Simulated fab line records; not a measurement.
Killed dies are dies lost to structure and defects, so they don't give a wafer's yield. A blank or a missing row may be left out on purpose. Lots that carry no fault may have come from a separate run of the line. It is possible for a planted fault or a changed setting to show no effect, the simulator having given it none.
Matching of chambers	flow nand_harc	NHARC_A_M1_CMP_23 on cmp-01: 4 sister chambers
The step polishes, t overpolish 20 s, target thk 154.34 nm. 4 wafers are shown with their chamber, then 7 later ones without.

## WAFERS WITH THEIR CHAMBER
wafer	chamber	motor_current_A (A)
L958.2	3	10.3
L962.3	2	13.5
L967.1	1	12.6
L967.2	0	10.0

## WAFERS WITHOUT THEIR CHAMBER
wafer	motor_current_A (A)
L967.4	13.0
L971.1	13.5
L971.4	13.6
L971.5	13.1
L974.1	13.5
L974.3	10.5
L974.4	10.8

## CHAMBER TAKEN BY EACH
wafer	from the rows above	in truth
L967.4	can't be placed: 1 or 2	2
L971.1	2	2
L971.4	2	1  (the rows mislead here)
L971.5	can't be placed: 2 or 1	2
L974.1	2	2
L974.3	can't be placed: 3 or 0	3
L974.4	can't be placed: 3 or 0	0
Correct placement for 2 of the 7. Unplaceable from these rows: 4, with the true chamber sitting among the candidates in 4. Number placed wrongly: 1.
How it was worked out, from the rows above alone: a wafer's distance from a chamber is the root of the sum, over the readings, of the square of ((its reading less the chamber's mean) divided by the reading's scatter). If the next closest chamber is less than 2 further off than the closest, the wafer can't be placed; otherwise it belongs to the closest. For every chamber, the mean is computed from those of its wafers that are shown. The scatter (one wafer shown for each chamber): square how far every hidden wafer sits from the nearest shown wafer, average those squares and take the square root.
